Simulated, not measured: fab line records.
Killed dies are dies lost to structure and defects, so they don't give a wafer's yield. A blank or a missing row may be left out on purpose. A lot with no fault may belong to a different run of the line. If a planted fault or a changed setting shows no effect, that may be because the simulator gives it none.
Check for tools in common / flow nand_harc / 1 lot, 3 wafers sampled

WHAT PROMPTED THE OPENING
At NHARC_END_SORT_01 the reading killed_at_periphery is flagged on 1 of 1 lot. No-fault wafers: 3.1, standard deviation 2.1.
Rule: a lot gets a flag if all its wafers with a number sit over 4 standard deviations from that mean, or if no wafer of it has a number. As for the other lots, they are considered sound.

lot=L102; measured=day 21 22:19; on=prober-01; killed_at_periphery, wafer by wafer=652 642 647; flag=FLAGGED
Flagged lots average 647.0: +643.9 relative to the usual, that is +99 or more standard deviations.

EACH LOT AND THE TOOL IT RAN ON
3 process steps preceding the reading are held in the record, out of 1159 steps in the route. Every cell lists first the tool, next ch and the chambers used by the sampled wafers, and last the start.
lot=L102; flag=FLAGGED; NHARC_P_ZERO_WELL_EXPOSE_34=krf_scanner-03 ch 0, day 3 09:50; NHARC_P_CONTACT_DEGAS_38=no row; NHARC_P_M0_STRIP_18=no row
What these steps do:
- NHARC_P_ZERO_WELL_EXPOSE_34: exposes mask P PWELL, target cd 720 nm.
- NHARC_P_CONTACT_DEGAS_38: time 60 s.
- NHARC_P_M0_STRIP_18: strips in N2/H2.
- NHARC_END_SORT_01

FLAGGED AGAINST TOTAL, ONE TOOL AT A TIME (gauges that did the reading follow at the end)
step=NHARC_P_ZERO_WELL_EXPOSE_34; tool=krf_scanner-03; lots run=1; flagged=1; share of the flagged lots=all; sound lots run after its first flagged lot=0
step=NHARC_END_SORT_01; tool=prober-01; lots run=1; flagged=1; share of the flagged lots=all; sound lots run after its first flagged lot=0

WHAT THE TABLE PERMITS
In 2 table rows, all flagged lots were run: krf_scanner-03 (NHARC_P_ZERO_WELL_EXPOSE_34), prober-01 (NHARC_END_SORT_01).
- krf_scanner-03 at NHARC_P_ZERO_WELL_EXPOSE_34: 1 of its 1 lot flagged. It ran no sound lot before its first flagged lot in this sample, so the start can't be narrowed down.
- prober-01 at NHARC_END_SORT_01: 1 of its 1 lot flagged. It ran no sound lot before its first flagged lot in this sample, so the start can't be narrowed down.
Counting lots can't tell these 2 tools apart, because each fits a fault that began at some hour. More lots, or a look at what each step does to the wafer, might.

WHAT HAD BEEN PUT IN BY THE SIMULATOR
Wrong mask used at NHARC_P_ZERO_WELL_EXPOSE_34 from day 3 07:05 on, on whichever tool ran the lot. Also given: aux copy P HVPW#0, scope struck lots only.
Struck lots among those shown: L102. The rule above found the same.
